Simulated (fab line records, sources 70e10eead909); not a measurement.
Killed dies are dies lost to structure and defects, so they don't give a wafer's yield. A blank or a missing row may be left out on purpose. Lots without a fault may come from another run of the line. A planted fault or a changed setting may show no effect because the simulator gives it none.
Which tool did it? | flow nand_harc | 24 lots, 72 wafers sampled, at 6 steps of a route of 1159

WHAT THE GAUGES READ, wafer by wafer
The record holds no reading of a measuring or inspecting step that can be judged against a usual standard deviation.

WHICH TOOL RAN EACH LOT (tool, then ch and the chambers of the sampled wafers, then the start)
lot  | NHARC_A_STAIRCASE_ETCH_17                     | NHARC_A_STAIRCASE_ETCH_25                     | NHARC_A_STAIRCASE_TRIM_220         | NHARC_A_STAIRCASE_TRIM_224                    | NHARC_A_STAIRCASE_ETCH_225                    | NHARC_A_STAIRCASE_DESCUM_252
L074 | rie_diel-13 ch 1,2,3, day 11 03:14 or earlier | rie_diel-06 ch 0,1,2, day 11 03:14 or earlier | rie_diel-01 ch 0,1,2, day 11 03:14 | rie_diel-01 ch 0,1,2, day 11 08:06 or earlier | rie_diel-01 ch 2,3, day 11 08:06 or earlier   | rie_diel-13 ch 0,1,3, day 11 08:06
L075 | rie_diel-01 ch 0,3, day 11 03:23 or earlier   | rie_diel-01 ch 2,3, day 11 03:23 or earlier   | rie_diel-01 ch 0,2, day 11 03:23   | rie_diel-01 ch 1,3, day 11 08:30 or earlier   | rie_diel-01 ch 1,2,3, day 11 08:30 or earlier | rie_diel-13 ch 0,1, day 11 08:30
L076 | rie_diel-01 ch 0,1,2, day 11 15:32 or earlier | rie_diel-13 ch 0,1, day 11 15:32 or earlier   | rie_diel-01 ch 2,3, day 11 15:32   | rie_diel-01 ch 2,3, day 11 19:25 or earlier   | rie_diel-01 ch 0,3, day 11 19:25 or earlier   | rie_diel-13 ch 0,1,2, day 11 19:25
L077 | rie_diel-01 ch 0,2,3, day 11 16:01 or earlier | rie_diel-01 ch 0,1,2, day 11 16:01 or earlier | rie_diel-01 ch 2,3, day 11 16:01   | rie_diel-01 ch 2,3, day 11 19:58 or earlier   | rie_diel-01 ch 0,3, day 11 19:58 or earlier   | rie_diel-01 ch 0,1,2, day 11 19:58
L078 | rie_diel-01 ch 1,3, day 12 05:52 or earlier   | rie_diel-01 ch 1,2,3, day 12 05:52 or earlier | rie_diel-01 ch 1,2,3, day 12 05:52 | rie_diel-01 ch 1,2,3, day 12 09:34 or earlier | rie_diel-01 ch 0,2,3, day 12 09:34 or earlier | rie_diel-06 ch 0,1, day 12 09:34
L079 | rie_diel-06 ch 0,3, day 12 06:16 or earlier   | rie_diel-01 ch 1,2, day 12 06:16 or earlier   | rie_diel-13 ch 0,1,2, day 12 06:16 | rie_diel-13 ch 1,3, day 12 10:00 or earlier   | rie_diel-13 ch 0,1,3, day 12 10:00 or earlier | rie_diel-06 ch 2,3, day 12 10:00
L081 | rie_diel-06 ch 0,1,2, day 12 19:35 or earlier | rie_diel-13 ch 0,1,3, day 12 19:35 or earlier | rie_diel-06 ch 0,1,3, day 12 19:35 | rie_diel-06 ch 0,1,3, day 13 01:24 or earlier | rie_diel-06 ch 0,1,2, day 13 01:24 or earlier | rie_diel-01 ch 1,2,3, day 13 01:24
L080 | rie_diel-01 ch 0,1,3, day 12 20:23 or earlier | rie_diel-01 ch 0,2, day 12 20:23 or earlier   | rie_diel-01 ch 0,1, day 12 20:23   | rie_diel-01 ch 0,2, day 13 01:43 or earlier   | rie_diel-01 ch 0,2,3, day 13 01:43 or earlier | rie_diel-01 ch 0,1, day 13 01:43
L082 | rie_diel-06 ch 0,1,3, day 13 10:01 or earlier | rie_diel-01 ch 1,2,3, day 13 10:01 or earlier | rie_diel-01 ch 0,2,3, day 13 10:01 | rie_diel-01 ch 1,2,3, day 13 15:23 or earlier | rie_diel-01 ch 0,1,2, day 13 15:23 or earlier | rie_diel-13 ch 0,2,3, day 13 15:23
L083 | rie_diel-13 ch 1,2,3, day 13 12:44 or earlier | rie_diel-06 ch 0,3, day 13 12:44 or earlier   | rie_diel-13 ch 2,3, day 13 12:44   | rie_diel-13 ch 0,1,2, day 13 16:54 or earlier | rie_diel-13 ch 2,3, day 13 16:54 or earlier   | rie_diel-01 ch 1,2, day 13 16:54
L084 | rie_diel-13 ch 0,1,3, day 13 22:16 or earlier | rie_diel-13 ch 0,1,3, day 13 22:16 or earlier | rie_diel-01 ch 0,3, day 13 22:16   | rie_diel-01 ch 0,3, day 14 04:11 or earlier   | rie_diel-01 ch 0,3, day 14 04:11 or earlier   | rie_diel-13 ch 0,1, day 14 04:11
L085 | rie_diel-06 ch 0,2,3, day 13 22:38 or earlier | rie_diel-06 ch 0,2, day 13 22:38 or earlier   | rie_diel-06 ch 0,1,2, day 13 22:38 | rie_diel-06 ch 1,3, day 14 03:01 or earlier   | rie_diel-06 ch 1,2,3, day 14 03:01 or earlier | rie_diel-06 ch 0,1,3, day 14 03:01
L087 | rie_diel-06 ch 0,2, day 14 07:41 or earlier   | rie_diel-13 ch 0,2,3, day 14 07:41 or earlier | rie_diel-06 ch 1,2,3, day 14 07:41 | rie_diel-06 ch 0,2,3, day 14 12:20 or earlier | rie_diel-06 ch 0,2,3, day 14 12:20 or earlier | rie_diel-13 ch 1,2,3, day 14 12:20
L086 | rie_diel-13 ch 0,2,3, day 14 15:39 or earlier | rie_diel-13 ch 0,3, day 14 15:39 or earlier   | rie_diel-13 ch 1,2, day 14 15:39   | rie_diel-13 ch 0,3, day 14 19:53 or earlier   | rie_diel-13 ch 0,2,3, day 14 19:53 or earlier | rie_diel-06 ch 1,2,3, day 14 19:53
L088 | rie_diel-13 ch 1,2, day 14 18:41 or earlier   | rie_diel-13 ch 0,1,3, day 14 18:41 or earlier | rie_diel-06 ch 1,2, day 14 18:41   | rie_diel-06 ch 2,3, day 14 22:36 or earlier   | rie_diel-06 ch 0,1,3, day 14 22:36 or earlier | rie_diel-13 ch 1,3, day 14 22:36
L089 | rie_diel-13 ch 0,3, day 14 19:08 or earlier   | rie_diel-13 ch 1,2, day 14 19:08 or earlier   | rie_diel-01 ch 2,3, day 14 19:08   | rie_diel-01 ch 0,1, day 14 22:58 or earlier   | rie_diel-01 ch 0,1,3, day 14 22:58 or earlier | rie_diel-13 ch 0,2, day 14 22:58
L090 | rie_diel-06 ch 1,2,3, day 15 06:23 or earlier | rie_diel-01 ch 0,2, day 15 06:23 or earlier   | rie_diel-06 ch 0,2,3, day 15 06:23 | rie_diel-06 ch 0,1,3, day 15 09:59 or earlier | rie_diel-06 ch 0,1,3, day 15 09:59 or earlier | rie_diel-01 ch 0,1,2, day 15 09:59
L091 | rie_diel-13 ch 0,2,3, day 15 07:38 or earlier | rie_diel-13 ch 0,1,2, day 15 07:38 or earlier | rie_diel-13 ch 0,1,2, day 15 07:38 | rie_diel-13 ch 0,1,2, day 15 11:16 or earlier | rie_diel-13 ch 0,2,3, day 15 11:16 or earlier | rie_diel-06 ch 0,1,3, day 15 11:16
L092 | rie_diel-13 ch 0,1,3, day 15 08:02 or earlier | rie_diel-06 ch 2,3, day 15 08:02 or earlier   | rie_diel-13 ch 0,1,2, day 15 08:02 | rie_diel-13 ch 0,1,3, day 15 11:52 or earlier | rie_diel-13 ch 0,3, day 15 11:52 or earlier   | rie_diel-13 ch 0,3, day 15 11:52
L093 | rie_diel-01 ch 0,1,3, day 15 19:42 or earlier | rie_diel-13 ch 0,2,3, day 15 19:42 or earlier | rie_diel-06 ch 0,2,3, day 15 19:42 | rie_diel-06 ch 0,2,3, day 16 00:03 or earlier | rie_diel-06 ch 0,2,3, day 16 00:03 or earlier | rie_diel-13 ch 0,2,3, day 16 00:03
L094 | rie_diel-06 ch 1,3, day 16 01:10 or earlier   | rie_diel-01 ch 1,2,3, day 16 01:10 or earlier | rie_diel-13 ch 0,3, day 16 01:10   | rie_diel-13 ch 1,2, day 16 05:28 or earlier   | rie_diel-13 ch 0,2,3, day 16 05:28 or earlier | rie_diel-06 ch 0,2, day 16 05:28
L095 | rie_diel-01 ch 1,2,3, day 16 05:18 or earlier | rie_diel-06 ch 0,1,2, day 16 05:18 or earlier | rie_diel-01 ch 0,3, day 16 05:18   | rie_diel-01 ch 0,1,3, day 16 11:42 or earlier | rie_diel-01 ch 1,2,3, day 16 11:42 or earlier | rie_diel-01 ch 0,1,3, day 16 11:42
L096 | rie_diel-13 ch 0,1,3, day 16 15:47 or earlier | rie_diel-13 ch 0,1,3, day 16 15:47 or earlier | rie_diel-01 ch 1,2, day 16 15:47   | rie_diel-01 ch 0,2,3, day 16 19:32 or earlier | rie_diel-01 ch 0,1,3, day 16 19:32 or earlier | rie_diel-13 ch 0,3, day 16 19:32
L097 | rie_diel-01 ch 0,1,2, day 17 03:46 or earlier | rie_diel-01 ch 0,1,2, day 17 03:46 or earlier | rie_diel-01 ch 0,1,3, day 17 03:46 | rie_diel-01 ch 1,3, day 17 09:24 or earlier   | rie_diel-01 ch 1,3, day 17 09:24 or earlier   | rie_diel-13 ch 0,3, day 17 09:24
- NHARC_A_STAIRCASE_ETCH_17: etches the open film in C4F8/O2, target depth 100 nm, time 40.5 s.
- NHARC_A_STAIRCASE_ETCH_25: etches the open film in C4F8/O2, target depth 100 nm, time 40.5 s.
- NHARC_A_STAIRCASE_TRIM_220: chemistry O2, time 211.2 s.
- NHARC_A_STAIRCASE_TRIM_224: chemistry O2, time 211.2 s.
- NHARC_A_STAIRCASE_ETCH_225: etches the open film in C4F8/O2, target depth 100 nm, time 40.5 s.
- NHARC_A_STAIRCASE_DESCUM_252: chemistry O2, time 3 s.

WHAT THE TOOLS THEMSELVES READ (means of the sampled wafers that have a number; where no wafer has one, the mark that the record gives instead)
NHARC_A_STAIRCASE_ETCH_17. Usual: oes_product_au 0.938 a.u., standard deviation 0.0098; rf_vpp_V 894 V, standard deviation 6.
lot  | tool        | oes_product_au (a.u.) | rf_vpp_V (V) | flag
L074 | rie_diel-13 | 0.945                 | 888          |
L075 | rie_diel-01 | 0.928                 | 894          |
L076 | rie_diel-01 | 0.931                 | 891          |
L077 | rie_diel-01 | 0.930                 | 894          |
L078 | rie_diel-01 | 0.940                 | 892          |
L079 | rie_diel-06 | 0.951                 | 895          |
L081 | rie_diel-06 | 0.941                 | 899          |
L080 | rie_diel-01 | 0.939                 | 893          |
L082 | rie_diel-06 | 0.933                 | 896          |
L083 | rie_diel-13 | 0.932                 | 894          |
L084 | rie_diel-13 | 0.928                 | 890          |
L085 | rie_diel-06 | 0.945                 | 894          |
L087 | rie_diel-06 | 0.922                 | 898          |
L086 | rie_diel-13 | 0.938                 | 897          |
L088 | rie_diel-13 | 0.928                 | 894          |
L089 | rie_diel-13 | 0.934                 | 891          |
L090 | rie_diel-06 | 0.946                 | 895          |
L091 | rie_diel-13 | 0.931                 | 896          |
L092 | rie_diel-13 | 0.940                 | 891          |
L093 | rie_diel-01 | 0.952                 | 893          |
L094 | rie_diel-06 | 0.939                 | 897          |
L095 | rie_diel-01 | 0.945                 | 891          |
L096 | rie_diel-13 | 0.948                 | 891          |
L097 | rie_diel-01 | 0.939                 | 890          |

NHARC_A_STAIRCASE_ETCH_25. Usual: oes_product_au 0.940 a.u., standard deviation 0.01; rf_vpp_V 894 V, standard deviation 5.9.
lot  | tool        | oes_product_au (a.u.) | rf_vpp_V (V) | flag
L074 | rie_diel-06 | 0.936                 | 900          |
L075 | rie_diel-01 | 0.925                 | 895          |
L076 | rie_diel-13 | 0.931                 | 894          |
L077 | rie_diel-01 | 0.949                 | 890          |
L078 | rie_diel-01 | 0.930                 | 892          |
L079 | rie_diel-01 | 0.933                 | 889          |
L081 | rie_diel-13 | 0.938                 | 891          |
L080 | rie_diel-01 | 0.935                 | 891          |
L082 | rie_diel-01 | 0.941                 | 892          |
L083 | rie_diel-06 | 0.938                 | 895          |
L084 | rie_diel-13 | 0.941                 | 892          |
L085 | rie_diel-06 | 0.943                 | 899          |
L087 | rie_diel-13 | 0.940                 | 896          |
L086 | rie_diel-13 | 0.932                 | 890          |
L088 | rie_diel-13 | 0.919                 | 891          |
L089 | rie_diel-13 | 0.934                 | 893          |
L090 | rie_diel-01 | 0.949                 | 893          |
L091 | rie_diel-13 | 0.950                 | 898          |
L092 | rie_diel-06 | 0.946                 | 894          |
L093 | rie_diel-13 | 0.942                 | 896          |
L094 | rie_diel-01 | 0.952                 | 890          |
L095 | rie_diel-06 | 0.945                 | 899          |
L096 | rie_diel-13 | 0.939                 | 891          |
L097 | rie_diel-01 | 0.943                 | 890          |

NHARC_A_STAIRCASE_TRIM_220. Usual: drypump_motor_current_A 5.9 A, standard deviation 0.37; oes_product_au 0.998 a.u., standard deviation 0.0094; rf_vpp_V 57.6 V, standard deviation 0.93; showerhead_plenum_p_Torr 3.47 Torr, standard deviation 0.14; throttle_valve_pct 17.038 %, standard deviation 0.0088.
lot  | tool        | drypump_motor_current_A (A) | oes_product_au (a.u.) | rf_vpp_V (V) | showerhead_plenum_p_Torr (Torr) | throttle_valve_pct (%) | flag
L074 | rie_diel-01 | 5.7                         | 1.000                 | 57.6         | 3.39                            | 17.049                 |
L075 | rie_diel-01 | 5.8                         | 1.006                 | 58.1         | 3.39                            | 17.034                 |
L076 | rie_diel-01 | 5.9                         | 0.988                 | 57.8         | 3.48                            | 17.041                 |
L077 | rie_diel-01 | 5.9                         | 0.986                 | 58.2         | 3.48                            | 17.032                 |
L078 | rie_diel-01 | 5.8                         | 0.994                 | 56.7         | 3.41                            | 17.040                 |
L079 | rie_diel-13 | 5.8                         | 0.998                 | 57.4         | 3.40                            | 17.046                 |
L081 | rie_diel-06 | 6.2                         | 1.001                 | 58.1         | 3.53                            | 17.038                 |
L080 | rie_diel-01 | 5.6                         | 0.997                 | 56.6         | 3.37                            | 17.034                 |
L082 | rie_diel-01 | 5.9                         | 0.992                 | 57.2         | 3.45                            | 17.040                 |
L083 | rie_diel-13 | 6.2                         | 0.993                 | 58.6         | 3.63                            | 17.031                 |
L084 | rie_diel-01 | 5.9                         | 0.995                 | 58.2         | 3.49                            | 17.041                 |
L085 | rie_diel-06 | 6.3                         | 0.991                 | 57.7         | 3.62                            | 17.037                 |
L087 | rie_diel-06 | 6.4                         | 0.999                 | 57.8         | 3.52                            | 17.032                 |
L086 | rie_diel-13 | 5.7                         | 0.988                 | 58.1         | 3.50                            | 17.032                 |
L088 | rie_diel-06 | 6.5                         | 0.998                 | 58.3         | 3.65                            | 17.031                 |
L089 | rie_diel-01 | 5.8                         | 1.000                 | 57.5         | 3.41                            | 17.044                 |
L090 | rie_diel-06 | 6.2                         | 0.989                 | 58.5         | 3.48                            | 17.027                 |
L091 | rie_diel-13 | 5.9                         | 0.993                 | 58.1         | 3.57                            | 17.030                 |
L092 | rie_diel-13 | 5.9                         | 1.009                 | 58.0         | 3.57                            | 17.037                 |
L093 | rie_diel-06 | 6.2                         | 1.004                 | 57.9         | 3.48                            | 17.043                 |
L094 | rie_diel-13 | 5.6                         | 0.994                 | 57.3         | 3.47                            | 17.034                 |
L095 | rie_diel-01 | 5.8                         | 1.002                 | 56.3         | 3.48                            | 17.039                 |
L096 | rie_diel-01 | 5.7                         | 1.008                 | 58.1         | 3.32                            | 17.030                 |
L097 | rie_diel-01 | 5.8                         | 1.005                 | 57.9         | 3.43                            | 17.039                 |

NHARC_A_STAIRCASE_TRIM_224. Usual: drypump_motor_current_A 5.9 A, standard deviation 0.35; oes_product_au 0.997 a.u., standard deviation 0.0092; rf_vpp_V 57.6 V, standard deviation 0.85; showerhead_plenum_p_Torr 3.46 Torr, standard deviation 0.14; throttle_valve_pct 17.036 %, standard deviation 0.0092.
lot  | tool        | drypump_motor_current_A (A) | oes_product_au (a.u.) | rf_vpp_V (V) | showerhead_plenum_p_Torr (Torr) | throttle_valve_pct (%) | flag
L074 | rie_diel-01 | 5.7                         | 0.993                 | 57.2         | 3.39                            | 17.035                 |
L075 | rie_diel-01 | 5.7                         | 0.996                 | 57.8         | 3.41                            | 17.031                 |
L076 | rie_diel-01 | 5.9                         | 0.994                 | 57.1         | 3.42                            | 17.031                 |
L077 | rie_diel-01 | 5.9                         | 0.998                 | 57.7         | 3.42                            | 17.036                 |
L078 | rie_diel-01 | 5.8                         | 0.995                 | 57.9         | 3.41                            | 17.030                 |
L079 | rie_diel-13 | 5.3                         | 0.990                 | 57.4         | 3.34                            | 17.036                 |
L081 | rie_diel-06 | 6.3                         | 1.000                 | 58.4         | 3.53                            | 17.043                 |
L080 | rie_diel-01 | 5.8                         | 0.999                 | 57.8         | 3.43                            | 17.031                 |
L082 | rie_diel-01 | 5.8                         | 1.001                 | 57.7         | 3.40                            | 17.036                 |
L083 | rie_diel-13 | 5.8                         | 0.994                 | 58.7         | 3.57                            | 17.050                 |
L084 | rie_diel-01 | 5.8                         | 0.981                 | 57.9         | 3.49                            | 17.033                 |
L085 | rie_diel-06 | 6.4                         | 0.996                 | 58.3         | 3.41                            | 17.033                 |
L087 | rie_diel-06 | 6.2                         | 0.989                 | 56.9         | 3.49                            | 17.029                 |
L086 | rie_diel-13 | 5.5                         | 1.001                 | 57.4         | 3.47                            | 17.036                 |
L088 | rie_diel-06 | 6.4                         | 1.002                 | 57.6         | 3.49                            | 17.029                 |
L089 | rie_diel-01 | 5.7                         | 1.010                 | 57.4         | 3.37                            | 17.040                 |
L090 | rie_diel-06 | 6.2                         | 0.996                 | 57.1         | 3.51                            | 17.042                 |
L091 | rie_diel-13 | 5.8                         | 1.002                 | 57.9         | 3.56                            | 17.049                 |
L092 | rie_diel-13 | 5.4                         | 0.990                 | 57.5         | 3.40                            | 17.032                 |
L093 | rie_diel-06 | 6.2                         | 1.001                 | 57.7         | 3.48                            | 17.037                 |
L094 | rie_diel-13 | 6.1                         | 1.002                 | 57.9         | 3.64                            | 17.029                 |
L095 | rie_diel-01 | 5.8                         | 1.003                 | 57.7         | 3.43                            | 17.033                 |
L096 | rie_diel-01 | 5.9                         | 1.008                 | 57.4         | 3.44                            | 17.041                 |
L097 | rie_diel-01 | 5.9                         | 1.006                 | 57.1         | 3.46                            | 17.032                 |

NHARC_A_STAIRCASE_ETCH_225. Usual: oes_product_au 0.940 a.u., standard deviation 0.013; rf_vpp_V 894 V, standard deviation 5.3.
lot  | tool        | oes_product_au (a.u.) | rf_vpp_V (V) | flag
L074 | rie_diel-01 | 0.925                 | 894          |
L075 | rie_diel-01 | 0.921                 | 891          |
L076 | rie_diel-01 | 0.922                 | 895          |
L077 | rie_diel-01 | 0.939                 | 896          |
L078 | rie_diel-01 | 0.935                 | 894          |
L079 | rie_diel-13 | 0.935                 | 891          |
L081 | rie_diel-06 | 0.951                 | 900          |
L080 | rie_diel-01 | 0.933                 | 892          |
L082 | rie_diel-01 | 0.949                 | 890          |
L083 | rie_diel-13 | 0.930                 | 899          |
L084 | rie_diel-01 | 0.930                 | 896          |
L085 | rie_diel-06 | 0.946                 | 895          |
L087 | rie_diel-06 | 0.933                 | 894          |
L086 | rie_diel-13 | 0.945                 | 897          |
L088 | rie_diel-06 | 0.928                 | 895          |
L089 | rie_diel-01 | 0.958                 | 894          |
L090 | rie_diel-06 | 0.944                 | 895          |
L091 | rie_diel-13 | 0.936                 | 897          |
L092 | rie_diel-13 | 0.924                 | 891          |
L093 | rie_diel-06 | 0.933                 | 894          |
L094 | rie_diel-13 | 0.934                 | 896          |
L095 | rie_diel-01 | 0.942                 | 890          |
L096 | rie_diel-01 | 0.960                 | 893          |
L097 | rie_diel-01 | 0.954                 | 891          |

NHARC_A_STAIRCASE_DESCUM_252. Usual: drypump_motor_current_A 5.8 A, standard deviation 0.42; oes_product_au 0.997 a.u., standard deviation 0.0095; rf_vpp_V 57.6 V, standard deviation 0.84; showerhead_plenum_p_Torr 1.88 Torr, standard deviation 0.094; throttle_valve_pct 11.311 %, standard deviation 0.0089.
lot  | tool        | drypump_motor_current_A (A) | oes_product_au (a.u.) | rf_vpp_V (V) | showerhead_plenum_p_Torr (Torr) | throttle_valve_pct (%) | flag
L074 | rie_diel-13 | 5.5                         | 0.990                 | 57.1         | 1.85                            | 11.299                 |
L075 | rie_diel-13 | 5.6                         | 0.984                 | 57.8         | 1.90                            | 11.313                 |
L076 | rie_diel-13 | 5.8                         | 0.998                 | 57.6         | 1.84                            | 11.309                 |
L077 | rie_diel-01 | 5.7                         | 1.000                 | 57.7         | 1.83                            | 11.310                 |
L078 | rie_diel-06 | 6.3                         | 0.997                 | 58.0         | 1.99                            | 11.313                 |
L079 | rie_diel-06 | 6.4                         | 1.018                 | 56.9         | 1.84                            | 11.307                 |
L081 | rie_diel-01 | 5.8                         | 0.994                 | 57.5         | 1.84                            | 11.313                 |
L080 | rie_diel-01 | 5.7                         | 0.992                 | 58.2         | 1.82                            | 11.317                 |
L082 | rie_diel-13 | 5.9                         | 0.999                 | 58.2         | 1.93                            | 11.317                 |
L083 | rie_diel-01 | 5.7                         | 0.999                 | 57.7         | 1.80                            | 11.314                 |
L084 | rie_diel-13 | 5.4                         | 1.005                 | 57.4         | 1.85                            | 11.306                 |
L085 | rie_diel-06 | 6.3                         | 0.997                 | 57.4         | 1.91                            | 11.306                 |
L087 | rie_diel-13 | 5.7                         | 1.001                 | 57.3         | 1.88                            | 11.315                 |
L086 | rie_diel-06 | 6.4                         | 0.990                 | 56.9         | 1.91                            | 11.312                 |
L088 | rie_diel-13 | 5.4                         | 0.996                 | 57.4         | 1.78                            | 11.311                 |
L089 | rie_diel-13 | 6.2                         | 1.004                 | 57.1         | 2.03                            | 11.304                 |
L090 | rie_diel-01 | 5.7                         | 1.004                 | 58.0         | 1.82                            | 11.310                 |
L091 | rie_diel-06 | 6.2                         | 0.992                 | 57.5         | 1.91                            | 11.321                 |
L092 | rie_diel-13 | 5.5                         | 0.989                 | 58.4         | 1.82                            | 11.312                 |
L093 | rie_diel-13 | 5.8                         | 0.992                 | 57.2         | 1.92                            | 11.313                 |
L094 | rie_diel-06 | 6.2                         | 0.992                 | 58.5         | 1.94                            | 11.308                 |
L095 | rie_diel-01 | 5.8                         | 1.003                 | 58.0         | 1.86                            | 11.294                 |
L096 | rie_diel-13 | 5.5                         | 1.008                 | 57.3         | 1.87                            | 11.311                 |
L097 | rie_diel-13 | 5.6                         | 1.003                 | 57.5         | 1.87                            | 11.296                 |

THE ANSWER, worked out from the rows above alone
Rule: a lot is off if the mean of its wafers that have a number lies more than 3 standard deviations from the usual mean. A lot without any number at a reading at which 4 lots or more have one is off too. The other lots that the step has rows for count as sound. The gauges are gone through in route order, then the tools' own readings, and for those a lot's mean is taken as printed above. The first step at which some lot is off is used, and at that step the reading that is off furthest; a lot without a number counts as furthest.
No lot is off at any reading shown: from this, nothing can be told.

WHAT THE SIMULATOR HAD PUT IN
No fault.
